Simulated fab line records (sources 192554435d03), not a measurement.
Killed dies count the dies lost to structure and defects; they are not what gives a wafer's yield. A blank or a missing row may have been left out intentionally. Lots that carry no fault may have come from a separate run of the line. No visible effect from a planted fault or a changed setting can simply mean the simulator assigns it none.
Chamber matching ; flow n5 finfet ; 4 sister chambers for N5_BEOL_M4_ETCH_64 on rie diel-05
The step etches SOC in N2/H2, target depth 75 nm, overetch 22.5 nm, time 121.9 s. 16 wafers are shown with their chamber, then 8 later ones without.

EACH WAFER AND ITS CHAMBER
wafer;chamber;throttle valve pct (%);oes product au (a.u.);drypump motor current A (A)
L080.1;3;18.19;0.53;5.7
L080.4;3;18.19;0.54;5.7
L080.5;2;17.96;0.54;5.1
L078.4;3;18.17;0.53;5.8
L078.5;2;17.96;0.54;5.1
L078.6;0;17.81;0.52;5.1
L085.1;3;18.21;0.52;5.8
L085.2;2;17.98;0.54;5.2
L085.3;1;17.35;0.71;6.0
L085.4;2;17.98;0.54;5.2
L085.5;1;17.36;0.72;6.0
L085.6;3;18.22;0.53;5.8
L083.2;3;18.22;0.52;5.8
L083.5;2;18.01;0.54;5.1
L083.6;1;17.38;0.70;6.0
L086.3;3;18.21;0.52;5.7

SIGNATURES (means of the wafers above)
reading;chamber 0;chamber 1;chamber 2;chamber 3;scatter within a chamber
throttle valve pct;17.8100;17.3633;17.9780;18.2014;0.0188
oes product au;0.5200;0.7100;0.5400;0.5271;0.00673
drypump motor current A;5.100;6.000;5.140;5.757;0.0493
Rule: for a wafer and a chamber, the distance is found by dividing, reading by reading, the gap between the wafer's reading and the chamber's mean by the reading's scatter, squaring, summing and taking the root. If the next closest chamber is less than 2 further off than the closest, the wafer can't be placed; otherwise it belongs to the closest. The scatter: take each reading less its chamber's mean, square it, sum over the shown wafers, divide by the number of wafers less the number of chambers, and take the root.

WAFERS WITHOUT THEIR CHAMBER
wafer;throttle valve pct (%);oes product au (a.u.);drypump motor current A (A)
L086.4;17.98;0.53;5.1
L086.5;18.23;0.53;5.8
L089.2;18.03;0.53;5.2
L089.3;17.45;0.70;5.1
L089.6;17.39;0.68;6.0
L095.2;18.03;0.52;5.1
L095.5;18.02;0.52;5.2
L095.6;17.82;0.74;5.7

WHICH CHAMBER EACH ONE RAN IN
wafer;from the rows above;in truth
L086.4;2;2
L086.5;3;3
L089.2;2;2
L089.3;1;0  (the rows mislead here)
L089.6;1;1
L095.2;2;2
L095.5;2;2
L095.6;1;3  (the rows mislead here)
6 of 8 placed correctly. From these rows, 0 cannot be placed. Wrongly placed: 2.
